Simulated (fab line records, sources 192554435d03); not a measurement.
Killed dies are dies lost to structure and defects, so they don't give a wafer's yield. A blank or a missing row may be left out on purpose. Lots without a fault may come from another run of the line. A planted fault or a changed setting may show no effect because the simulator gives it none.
fab line records | flow n5_finfet
record lots=7 wafers=39
route steps=1938 shown BEOL_M0_SAQP@654 BEOL_M1@794 BEOL_M4@1021 BEOL_M5@1112
start_h: hours from the record's first day to the start of the lot's first wafer shown | wait_h: hours since the lot's step before | " the same as in the row above | L1.1+2: a row that stands for several wafers | - no value, or no start given | * or withheld: withheld | < > ~ a bound
route shown NAME@n: a module of which the file shows steps, and the number in the route of the first | usual: mean/standard deviation of fault-free wafers | same: alike in all rows | chamber/n: place in a boat | sites: the reading at each site | _std_site: their standard deviation | _edge_site: outer sites' mean less inner sites' | radius_mm: how far each site lies from the wafer's centre | mask NAME#n: copy n | behind: the tool/chamber that last shaped the wafer | hold: why the lot was held/for how many hours/how that ended | device: the transistor (n, p or np) that didn't switch | end of line: the same wafers' tests at the end of the route | a step without rows: its recipe alone | killed: dies lost to structure and defects at the first sort, not the wafer's yield | map: a wafer's dies, x killed, . not, _ none there
set.NAME: the setting as run; set.NAME@STEP: as run at that earlier step | model.NAME: the simulator's own value behind a step, which no gauge read
lots whose settings were changed on purpose; a table a step, a row a wafer
## steps
# step N5_BEOL_M0_SAQP_ETCH_84
# recipe chemistry=N2/H2 target=SOC target_depth_a=1000 overetch_a=200 mask_material=SiARC temp_c=40 time_s=150 ion_energy_ev=200 pressure_mtorr=30 source_w=840 bias_w=150 n2_flow_sccm=200 h2_flow_sccm=200
# columns lot.wafer tool chamber start_h wait_h set.time_s model.etch.depth_nm model.SiARC_of_BEOL_M0_SAQP_COAT_82.thk_nm
L075.1+5 rie_diel-04 1,2 121.21 0.0 150 100.1 24.4
L075.2 " 2 " " 150 99.83 24.6
L075.3 " 0 " " 150 100.3 24.4
L075.4 " 0 " " 150 99.96 24.4
L075.6 " 1 " " 150 100.2 24.6
L077.1 rie_diel-02 3 128.04 0.0 150 100.4 24
L077.2 " 1 " " 150 100.4 24.6
L077.5 " 0 " " 150 100.5 24.4
L081.1 rie_diel-04 3 148.55 0.0 85.73 66.56 27
L081.2 " 1 " " 150 100 24.4
L081.3 " 0 " " 150 99.63 24.4
L081.4 " 2 " " 85.73 68.1 26.8
L081.5 " 1 " " 150 100.1 24.4
L081.6 " 0 " " 85.73 66.82 26.8
L082.1 rie_diel-04 2 154.40 0.0 232.8 99.77 21.4
L082.2 " 3 " " 150 99.83 24.8
L082.3 " 1 " " 232.8 100.1 21.4
L082.4 " 0 " " 150 99.95 24.4
L082.5 " 2 " " 150 100.3 24.6
L082.6 " 1 " " 232.8 99.88 21.4
L085.1 rie_diel-04 2 173.96 0.0 78.53 62.77 27
L085.2 " 1 " " 150 99.91 24.4
L085.3 " 3 " " 150 100.4 24.6
L085.4 " 0 " " 150 100.1 24.4
L085.5 " 1 " " 78.53 60.93 27
L085.6 " 0 " " 78.53 61.54 27.2
L087.1 rie_diel-04 1 187.92 0.0 150 99.49 24.6
L087.2 " 2 " " 232.5 99.98 21.6
L087.3 " 3 " " 150 99.48 24.8
L087.4 " 0 " " 150 99.82 24.6
L087.5 " 0 " " 232.5 99.61 21.4
L087.6 " 3 " " 232.5 99.52 21.6
L093.1 rie_diel-02 3 220.84 0.0 150 100 24
L093.2 " 0 " " 150 100.4 24.2
L093.3 " 1 " " 150 99.96 24.2
L093.4 " 2 " " 150 100.6 24.2
L093.5 " 0 " " 150 99.97 24.4
L093.6 " 3 " " 150 100.5 24
# step N5_BEOL_M0_SAQP_STRIP_80
# recipe chemistry=N2/H2 temp_c=40 n2_flow_sccm=200 h2_flow_sccm=200 rf_frequency_hz=6e+07
# step N5_BEOL_M0_SAQP_HM_OPEN_112
# recipe chemistry=CHF3/O2 target=SiO2 stop_on=a-Si target_depth_a=120 over_etch_frac=1.25 mask_material=SOC time_s=13.5 pressure_mtorr=30 source_w=650 bias_w=170 Ar_flow_sccm=200 CHF3_flow_sccm=50 O2_flow_sccm=5 ion_energy_ev=200 ends=end_point
# columns lot.wafer tool chamber start_h wait_h set.time_s@BEOL_M0_SAQP_ETCH_84 model.SiARC_of_BEOL_M0_SAQP_COAT_82.thk_nm
L075.1+2+3+4+5 rie_diel-04 1,2,0,0,2 121.32 0.0 150 5.4
L075.6 " 1 " " 150 5.6
L077.1 rie_diel-02 3 128.14 0.0 150 4.4
L077.2 " 1 " " 150 6
L077.5 " 0 " " 150 5.6
L081.1 rie_diel-04 3 148.65 0.0 85.73 8.2
L081.2+5 " 1 " " 150 5.4
L081.3 " 0 " " 150 5.6
L081.4 " 2 " " 85.73 7.6
L081.6 " 0 " " 85.73 8
L082.1 rie_diel-04 2 154.51 0.0 232.8 2.4
L082.2 " 3 " " 150 5.8
L082.3 " 1 " " 232.8 2.2
L082.4+5 " 0,2 " " 150 5.4
L082.6 " 1 " " 232.8 2.6
L085.1+6 rie_diel-04 2,0 174.07 0.0 78.53 8.4
L085.2 " 1 " " 150 5.6
L085.3 " 3 " " 150 6.2
L085.4 " 0 " " 150 6
L085.5 " 1 " " 78.53 8.2
L087.1+4 rie_diel-04 1,0 188.03 0.0 150 5.6
L087.2+5 " 2,0 " " 232.5 2.6
L087.3 " 3 " " 150 5.8
L087.6 " 3 " " 232.5 3
L093.1+6 rie_diel-02 3 220.95 0.0 150 4.4
L093.2+4 " 0,2 " " 150 5
L093.3+5 " 1,0 " " 150 5.2
# step N5_BEOL_M0_SAQP_STRIP_113
# recipe chemistry=CHF3/O2 resist=SiARC rf_frequency_hz=6e+07
# step N5_BEOL_M0_SAQP_MANDREL_ETCH_20
# recipe target_depth_a=600 chemistry=HBr/Cl2 target=a-Si stop_on=SiNx bt_time_s=10 mask_material=SOC over_etch_frac=0.5 time_s=30 pressure_mtorr=10 icp_w=800 bias_w=75 HBr_flow_sccm=150 Cl2_flow_sccm=80 ends=end_point
# usual oes_product_au=0.777/0.012
# columns lot.wafer tool chamber start_h wait_h set.time_s@BEOL_M0_SAQP_ETCH_84 oes_product_au
L075.1 rie_si-05 1 121.40 0.0 150 0.775
L075.2 " 3 " " 150 0.765
L075.3 " 0 " " 150 0.780
L075.4 " 2 " " 150 0.802
L075.5 " 0 " " 150 0.798
L075.6 " 3 " " 150 0.773
L077.1 rie_si-02 1 128.23 0.0 150 0.775
L077.2 " 2 " " 150 0.784
L077.5 " 2 " " 150 0.790
L081.1 rie_si-06 0 148.74 0.0 85.73 0.327
L081.2 " 2 " " 150 0.767
L081.3 " 3 " " 150 0.752
L081.4 " 1 " " 85.73 0.325
L081.5 " 1 " " 150 0.771
L081.6 " 2 " " 85.73 0.330
L082.1 rie_si-02 3 154.59 0.0 232.8 0.755
L082.2 " 2 " " 150 0.771
L082.3 " 1 " " 232.8 0.754
L082.4 " 0 " " 150 0.785
L082.5 " 3 " " 150 0.772
L082.6 " 2 " " 232.8 0.780
L085.1 rie_si-06 2 174.15 0.0 78.53 0.327
L085.2 " 0 " " 150 0.784
L085.3 " 3 " " 150 0.757
L085.4 " 1 " " 150 0.771
L085.5 " 2 " " 78.53 0.322
L085.6 " 1 " " 78.53 0.320
L087.1 rie_si-06 1 188.11 0.0 150 0.762
L087.2 " 2 " " 232.5 0.776
L087.3 " 3 " " 150 0.752
L087.4 " 1 " " 150 0.776
L087.5 " 3 " " 232.5 0.754
L087.6 " 2 " " 232.5 0.769
L093.1 rie_si-02 2 221.03 0.0 150 0.782
L093.2 " 1 " " 150 0.772
L093.3 " 3 " " 150 0.793
L093.4 " 3 " " 150 0.806
L093.5 " 2 " " 150 0.779
L093.6 " 1 " " 150 0.783
# step N5_BEOL_M0_SAQP_STRIP_86
# recipe chemistry=N2/H2 power_w=500 temp_c=40 pressure_mtorr=50 rf_frequency_hz=6e+07 overash_fraction=0.3 bias_power_w=28 h2_frac=0.5 n2_flow_sccm=300 h2_flow_sccm=300
# step N5_BEOL_M0_SAQP_STRIP_115
# recipe chemistry=post_etch_residue_remover time_s=60 temp_c=25 remover_ph=withheld remover_water_wt_pct=withheld remover_fluoride_wt_pct=withheld
# step N5_BEOL_M0_SAQP_SPACER1_ALD_98
# recipe material=SiO2 target_thk_a=128 temp_c=300 ald_precursor_family=BDEAS ald_co_reactant=O2-plasma pulse_time_s=1 purge_time_s=2 co_reactant_purge_time_s=2 ald_cycles=138 pressure_torr=2
# step N5_BEOL_M0_SAQP_SPACER1_ETCHBACK_99
# recipe chemistry=CHF3/O2 mode=anisotropic_etchback target=SiO2 target_depth_a=154 time_s=7.7 pressure_mtorr=30 source_w=650 bias_w=170 Ar_flow_sccm=200 CHF3_flow_sccm=50 O2_flow_sccm=5 ion_energy_ev=200
# step N5_BEOL_M0_SAQP_MANDREL1_REMOVE_100
# recipe chemistry=HBr/Cl2/O2 bt_time_s=10 target=a-Si stop_on=SiNx endpoint=OES-SiCl over_etch_frac=0.85 icp_w=600 bias_w=30 HBr_flow_sccm=150 Cl2_flow_sccm=80 O2_flow_sccm=5 pressure_mtorr=10
# usual oes_product_au=1.004/0.014
# columns lot.wafer tool chamber start_h wait_h set.time_s@BEOL_M0_SAQP_ETCH_84 oes_product_au model.BEOL_M0_SAQP.cd_nm
L075.1 rie_si-02 2 122.69 0.1 150 0.992 12.8
L075.2 " 1 " " 150 0.999 13
L075.3 " 0 " " 150 1.024 13
L075.4 " 3 " " 150 0.994 12.8
L075.5 " 3 " " 150 0.996 12.8
L075.6 " 2 " " 150 0.997 12.8
L077.1 rie_si-05 0 130.00 0.1 150 1.005 12.8
L077.2 " 2 " " 150 1.014 12.8
L077.5 " 2 " " 150 1.026 12.8
L081.1 rie_si-02 0 149.93 0.1 85.73 0.380 43.6
L081.2 " 2 " " 150 0.991 12.8
L081.3 " 1 " " 150 0.993 12.8
L081.4 " 3 " " 85.73 0.373 44.6
L081.5 " 1 " " 150 0.994 13
L081.6 " 0 " " 85.73 0.377 44.6
L082.1 rie_si-05 1 155.91 0.1 232.8 0.987 12.6
L082.2 " 2 " " 150 1.009 12.8
L082.3 " 3 " " 232.8 0.981 12.8
L082.4 " 0 " " 150 1.007 12.8
L082.5 " 0 " " 150 1.006 12.8
L082.6 " 3 " " 232.8 0.983 12.8
L085.1 rie_si-06 0 175.44 0.1 78.53 0.375 45
L085.2 " 3 " " 150 0.980 12.8
L085.3 " 2 " " 150 1.023 13
L085.4 " 1 " " 150 0.994 12.8
L085.5 " 0 " " 78.53 0.381 45
L085.6 " 3 " " 78.53 0.374 44
L087.1 rie_si-02 1 189.53 0.1 150 0.997 13
L087.2 " 0 " " 232.5 1.016 13
L087.3 " 2 " " 150 1.003 13
L087.4 " 2 " " 150 1.009 13
L087.5 " 0 " " 232.5 1.012 13
L087.6 " 1 " " 232.5 1.000 13
L093.1 rie_si-02 1 222.22 0.1 150 1.001 12.8
L093.2 " 3 " " 150 1.028 13
L093.3 " 2 " " 150 1.001 13
L093.4 " 3 " " 150 1.030 13
L093.5 " 2 " " 150 0.994 13
L093.6 " 1 " " 150 1.005 13
# step N5_BEOL_M1_ETCH_70
# recipe chemistry=N2/H2 target=SOC target_depth_a=800 overetch_a=160 mask_material=SiARC temp_c=40 time_s=120 ion_energy_ev=200 pressure_mtorr=30 source_w=840 bias_w=150 n2_flow_sccm=200 h2_flow_sccm=200
# columns lot.wafer tool chamber start_h wait_h set.time_s model.etch.depth_nm model.SiARC_of_BEOL_M1_COAT_68.thk_nm
L075.1 rie_diel-04 2 137.32 0.0 120 59.98 6.6
L075.2 " 1 " " 120 59.99 6.4
L075.3 " 0 " " 120 59.96 6.4
L075.4 " 3 " " 120 59.91 6.6
L075.5 " 3 " " 120 59.93 6.6
L075.6 " 0 " " 120 59.93 6.4
L077.1 rie_diel-02 0 146.66 0.0 120 59.65 6.4
L077.2 " 3 " " 120 59.85 6
L077.5 " 2 " " 120 59.9 6.2
L081.1 rie_diel-02 2 178.11 0.0 68.47 54.96 8.8
L081.2 " 1 " " 120 60.19 6.6
L081.3 " 3 " " 68.47 57.15 8.6
L081.4 " 3 " " 120 60.26 6
L081.5 " 2 " " 120 60.04 6.4
L081.6 " 1 " " 68.47 53.44 9
L082.1 rie_diel-03 3 178.22 0.0 157 59.86 5
L082.2 " 1 " " 120 59.89 6.2
L082.3 " 0 " " 120 59.87 6.2
L082.4 " 2 " " 157 60 4.6
L082.5 " 1 " " 157 59.98 4.4
L082.6 " 0 " " 120 59.88 6.2
L085.1 rie_diel-02 2 190.30 0.0 120 60.11 6.2
L085.2 " 3 " " 120 60.03 6
L085.3 " 1 " " 120 60.33 6.6
L085.4 " 1 " " 120 60.03 6.6
L085.5 " 2 " " 120 60.08 6.2
L085.6 " 3 " " 120 60.22 6
L087.1 rie_diel-03 3 210.16 0.0 52.46 41.11 9.6
L087.2+6 " 1 " " 52.46 42.86 9.4
L087.3 " 2 " " 120 60.23 6.4
L087.4 " 0 " " 120 59.89 6.2
L087.5 " 0 " " 120 60.17 6.2
L093.1 rie_diel-02 1 240.83 0.0 120 60.25 6.2
L093.2 " 3 " " 120 60.08 6
L093.3 " 0 " " 83.61 60.3 8.2
L093.4 " 2 " " 120 60.15 6.2
L093.5 " 2 " " 83.61 60.29 8
L093.6 " 3 " " 83.61 60.28 7.8
# step N5_BEOL_M4_ILD_DEP_00
# recipe material=SiOC target_thk_a=790 temp_c=350 precursor=DEMS/O2 pressure_torr=5 rf_w=500 time_s=15.3
# columns lot.wafer tool chamber start_h wait_h set.time_s model.SiOC_of_BEOL_M4_ILD_DEP_00.thk_nm
L075.1 pecvd-02 2 158.67 0.0 15.3 78.8
L075.2 " 1 " " 15.3 79.6
L075.3 " 0 " " 8.735 44.4
L075.4 " 2 " " 15.3 80.2
L075.5 " 1 " " 8.735 47
L075.6 " 0 " " 8.735 44.8
L077.1 pecvd-03 2 185.51 0.0 15.3 80.6
L077.2 " 1 " " 15.3 78.2
L077.5 " 2 " " 15.3 81.8
L082.1 pecvd-01 0 204.34 0.0 17.78 90.6
L082.2 " 1 " " 17.78 91.4
L082.3 " 2 " " 15.3 79.6
L082.4 " 0 " " 15.3 80.2
L082.5 " 2 " " 15.3 81.4
L082.6 " 1 " " 17.78 91.8
L081.1 pecvd-02 0 212.45 0.0 18.11 91.6
L081.2 " 1 " " 18.11 92.2
L081.3 " 2 " " 15.3 78.6
L081.4 " 2 " " 15.3 80
L081.5 " 1 " " 18.11 94.6
L081.6 " 0 " " 15.3 78.2
L085.1+4 pecvd-01 2,0 218.17 0.0 15.3 79.6
L085.2 " 0 " " 15.3 77.6
L085.3 " 1 " " 15.3 78.2
L085.5 " 2 " " 15.3 80.8
L085.6 " 1 " " 15.3 80.2
L087.1+3 pecvd-01 0,2 242.15 0.0 15.3 78.4
L087.2 " 1 " " 15.3 77.8
L087.4 " 2 " " 15.3 80.4
L087.5+6 " 0,1 " " 15.3 78.8
L093.1 pecvd-01 1 268.98 0.0 15.3 78
L093.2 " 2 " " 15.3 78.4
L093.3 " 0 " " 15.3 78.6
L093.4 " 0 " " 15.3 78.8
L093.5 " 2 " " 15.3 80.2
L093.6 " 1 " " 15.3 79.6
# step N5_BEOL_M4_THK_MEAS_01
# recipe reads=SiOC_of_BEOL_M4_ILD_DEP_00
# usual M4_ILD_THK=79.0/1.1
# columns lot.wafer tool chamber start_h wait_h set.time_s@BEOL_M4_ILD_DEP_00 M4_ILD_THK[nm]
L075.1 film_metro-01 - 158.74 0.0 15.3 78.8
L075.2 " - " " 15.3 79.7
L075.3 " - " " 8.735 44.4
L075.4 " - " " 15.3 80.1
L075.5 " - " " 8.735 47.0
L075.6 " - " " 8.735 44.7
L077.1 film_metro-02 - 185.58 0.0 15.3 80.5
L077.2 " - " " 15.3 78.2
L077.5 " - " " 15.3 81.7
L082.1 film_metro-02 - 204.40 0.0 17.78 90.6
L082.2 " - " " 17.78 91.4
L082.3 " - " " 15.3 79.6
L082.4 " - " " 15.3 80.2
L082.5 " - " " 15.3 81.4
L082.6 " - " " 17.78 91.8
L081.1 film_metro-01 - 212.52 0.0 18.11 91.5
L081.2 " - " " 18.11 92.2
L081.3 " - " " 15.3 78.5
L081.4 " - " " 15.3 80.0
L081.5 " - " " 18.11 94.6
L081.6 " - " " 15.3 78.3
L085.1 film_metro-01 - 218.23 0.0 15.3 79.6
L085.2 " - " " 15.3 77.5
L085.3 " - " " 15.3 78.1
L085.4 " - " " 15.3 79.7
L085.5 " - " " 15.3 80.7
L085.6 " - " " 15.3 80.3
L087.1 film_metro-01 - 242.21 0.0 15.3 78.5
L087.2 " - " " 15.3 77.8
L087.3 " - " " 15.3 78.4
L087.4 " - " " 15.3 80.4
L087.5 " - " " 15.3 78.8
L087.6 " - " " 15.3 78.9
L093.1 film_metro-02 - 269.05 0.0 15.3 78.0
L093.2 " - " " 15.3 78.5
L093.3 " - " " 15.3 78.6
L093.4 " - " " 15.3 78.7
L093.5 " - " " 15.3 80.1
L093.6 " - " " 15.3 79.6
# step N5_BEOL_M5_ILD_DEP_00
# recipe material=SiCOH_lowk target_thk_a=1406.4 temp_c=300 precursor=DEMS/porogen pressure_torr=5 rf_w=500 time_s=25.9
# columns lot.wafer tool chamber start_h wait_h set.target_thk_a model.SiCOH_lowk_of_BEOL_M5_ILD_DEP_00.thk_nm
L075.1+2 pecvd-02 0,2 189.21 0.8 1406.4 139.2
L075.3 " 1 " " 1406.4 139.4
L075.4 " 1 " " 1406.4 141
L075.5+6 " 2,0 " " 1406.4 142.6
L077.1 pecvd-01 0 195.93 0.8 1406.4 134.6
L077.2 " 2 " " 1406.4 137.4
L077.5 " 1 " " 1406.4 139
L082.1 pecvd-04 1 221.79 0.8 809.7 81.8
L082.2 " 0 " " 1406.4 141.2
L082.3 " 1 " " 809.7 82.8
L082.4 " 0 " " 809.7 84.2
L082.5 " 0 " " 1406.4 144.2
L082.6 " 1 " " 1406.4 141.6
L081.1 pecvd-01 1 224.42 0.8 1406.4 138.8
L081.2 " 0 " " 1040 100
L081.3 " 2 " " 1040 103.2
L081.4 " 1 " " 1406.4 140
L081.5 " 0 " " 1406.4 139
L081.6 " 2 " " 1040 106.2
L085.1 pecvd-01 1 228.21 0.8 1655 163.2
L085.2 " 2 " " 1406.4 139.2
L085.3 " 0 " " 1406.4 137
L085.4 " 0 " " 1655 163.8
L085.5 " 2 " " 1655 166.8
L085.6 " 1 " " 1406.4 139.4
L087.1 pecvd-02 1 251.08 0.8 1406.4 139.4
L087.2 " 0 " " 1406.4 140
L087.3 " 2 " " 1406.4 141
L087.4 " 1 " " 1406.4 142.8
L087.5 " 2 " " 1406.4 143.2
L087.6 " 0 " " 1406.4 141.8
L093.1 pecvd-02 1 282.17 0.8 1406.4 139.6
L093.2 " 2 " " 873.2 86
L093.3 " 1 " " 873.2 89.4
L093.4 " 2 " " 873.2 88.4
L093.5 " 1 " " 1406.4 142.2
L093.6 " 2 " " 1406.4 143.8
# step N5_BEOL_M5_CURE_79
# recipe temp_c=385 time_s=240 ambient=He/Ar material=SiCOH_lowk
# columns lot.wafer tool chamber start_h wait_h set.target_thk_a@BEOL_M5_ILD_DEP_00 model.SiCOH_lowk_of_BEOL_M5_ILD_DEP_00.thk_nm
L075.1+2 uv_cure-01 2 189.27 0.0 1406.4 119.8
L075.3 " 2 " " 1406.4 120
L075.4 " 2 " " 1406.4 121.4
L075.5 " 2 " " 1406.4 122.8
L075.6 " 2 " " 1406.4 122.6
L077.1 uv_cure-03 0 195.99 0.0 1406.4 115.8
L077.2 " 0 " " 1406.4 118.2
L077.5 " 0 " " 1406.4 119.6
L082.1 uv_cure-03 1 221.87 0.1 809.7 70.2
L082.2 " 1 " " 1406.4 121.4
L082.3 " 1 " " 809.7 71
L082.4 " 1 " " 809.7 72.2
L082.5 " 1 " " 1406.4 124
L082.6 " 1 " " 1406.4 121.8
L081.1 uv_cure-03 1 224.48 0.0 1406.4 119.4
L081.2 " 1 " " 1040 85.8
L081.3 " 1 " " 1040 88.6
L081.4 " 1 " " 1406.4 120.4
L081.5 " 1 " " 1406.4 119.6
L081.6 " 1 " " 1040 91.2
L085.1 uv_cure-02 1 228.27 0.0 1655 140.6
L085.2 " 1 " " 1406.4 119.8
L085.3 " 1 " " 1406.4 117.8
L085.4 " 1 " " 1655 141.2
L085.5 " 1 " " 1655 143.6
L085.6 " 1 " " 1406.4 120
L087.1 uv_cure-03 2 251.14 0.0 1406.4 120
L087.2 " 2 " " 1406.4 120.4
L087.3 " 2 " " 1406.4 121.4
L087.4 " 2 " " 1406.4 122.8
L087.5 " 2 " " 1406.4 123.2
L087.6 " 2 " " 1406.4 122
L093.1 uv_cure-02 1 282.25 0.1 1406.4 120
L093.2 " 1 " " 873.2 73.8
L093.3 " 1 " " 873.2 76.8
L093.4 " 1 " " 873.2 75.8
L093.5 " 1 " " 1406.4 122.4
L093.6 " 1 " " 1406.4 123.6
# step N5_BEOL_M5_THK_MEAS_01
# recipe reads=SiCOH_lowk_of_BEOL_M5_ILD_DEP_00
# usual M5_ILD_THK=121.4/1.7
# columns lot.wafer tool chamber start_h wait_h set.target_thk_a@BEOL_M5_ILD_DEP_00 M5_ILD_THK[nm]
L075.1 film_metro-01 - 189.78 0.4 1406.4 119.8
L075.2 " - " " 1406.4 119.7
L075.3 " - " " 1406.4 119.9
L075.4 " - " " 1406.4 121.4
L075.5 " - " " 1406.4 122.6
L075.6 " - " " 1406.4 122.7
L077.1 film_metro-01 - 196.50 0.4 1406.4 115.7
L077.2 " - " " 1406.4 118.2
L077.5 " - " " 1406.4 119.6
L082.1 film_metro-01 - 222.38 0.4 809.7 70.1
L082.2 " - " " 1406.4 121.4
L082.3 " - " " 809.7 71.0
L082.4 " - " " 809.7 72.2
L082.5 " - " " 1406.4 124.1
L082.6 " - " " 1406.4 121.8
L081.1 film_metro-02 - 225.00 0.4 1406.4 119.3
L081.2 " - " " 1040 85.8
L081.3 " - " " 1040 88.6
L081.4 " - " " 1406.4 120.5
L081.5 " - " " 1406.4 119.5
L081.6 " - " " 1040 91.2
L085.1 film_metro-01 - 228.78 0.4 1655 140.7
L085.2 " - " " 1406.4 119.8
L085.3 " - " " 1406.4 117.8
L085.4 " - " " 1655 141.0
L085.5 " - " " 1655 143.7
L085.6 " - " " 1406.4 120.0
L087.1 film_metro-02 - 251.65 0.4 1406.4 119.9
L087.2 " - " " 1406.4 120.3
L087.3 " - " " 1406.4 121.5
L087.4 " - " " 1406.4 122.8
L087.5 " - " " 1406.4 123.1
L087.6 " - " " 1406.4 122.0
L093.1 film_metro-01 - 283.25 0.8 1406.4 120.0
L093.2 " - " " 873.2 73.8
L093.3 " - " " 873.2 76.7
L093.4 " - " " 873.2 75.8
L093.5 " - " " 1406.4 122.5
L093.6 " - " " 1406.4 123.7
## key
split step=N5_BEOL_M0_SAQP_ETCH_84 setting=time_s stated=150 by=wafer
response step=N5_BEOL_M0_SAQP_ETCH_84 reading=model.etch.depth_nm shape=bent at_lowest=61.75 at_stated=100.1 at_highest=99.92
response step=N5_BEOL_M0_SAQP_ETCH_84 reading=model.SiARC_of_BEOL_M0_SAQP_COAT_82.thk_nm change=-0.0568 per=1% r=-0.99
response step=N5_BEOL_M0_SAQP_HM_OPEN_112 reading=model.SiARC_of_BEOL_M0_SAQP_COAT_82.thk_nm change=-0.0545 per=1% r=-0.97
response step=N5_BEOL_M0_SAQP_MANDREL_ETCH_20 reading=oes_product_au shape=bent at_lowest=0.323 at_stated=0.777 at_highest=0.763
response step=N5_BEOL_M0_SAQP_MANDREL1_REMOVE_100 reading=oes_product_au shape=bent at_lowest=0.377 at_stated=1.004 at_highest=0.984
response step=N5_BEOL_M0_SAQP_MANDREL1_REMOVE_100 reading=model.BEOL_M0_SAQP.cd_nm shape=bent at_lowest=44.67 at_stated=12.89 at_highest=12.73
split step=N5_BEOL_M1_ETCH_70 setting=time_s stated=120 by=wafer
response step=N5_BEOL_M1_ETCH_70 reading=model.etch.depth_nm shape=bent at_lowest=42.28 at_stated=60.03 at_highest=59.95
response step=N5_BEOL_M1_ETCH_70 reading=model.SiARC_of_BEOL_M1_COAT_68.thk_nm change=-0.0567 per=1% r=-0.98
split step=N5_BEOL_M4_ILD_DEP_00 setting=time_s stated=15.3 by=wafer
response step=N5_BEOL_M4_ILD_DEP_00 reading=model.SiOC_of_BEOL_M4_ILD_DEP_00.thk_nm change=+0.776 per=1% r=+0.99
response step=N5_BEOL_M4_THK_MEAS_01 reading=M4_ILD_THK change=+0.777 per=1% r=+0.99
split step=N5_BEOL_M5_ILD_DEP_00 setting=target_thk_a stated=1406.4 by=wafer
response step=N5_BEOL_M5_ILD_DEP_00 reading=model.SiCOH_lowk_of_BEOL_M5_ILD_DEP_00.thk_nm change=+1.41 per=1% r=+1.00
response step=N5_BEOL_M5_CURE_79 reading=model.SiCOH_lowk_of_BEOL_M5_ILD_DEP_00.thk_nm change=+1.22 per=1% r=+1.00
response step=N5_BEOL_M5_THK_MEAS_01 reading=M5_ILD_THK change=+1.22 per=1% r=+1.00
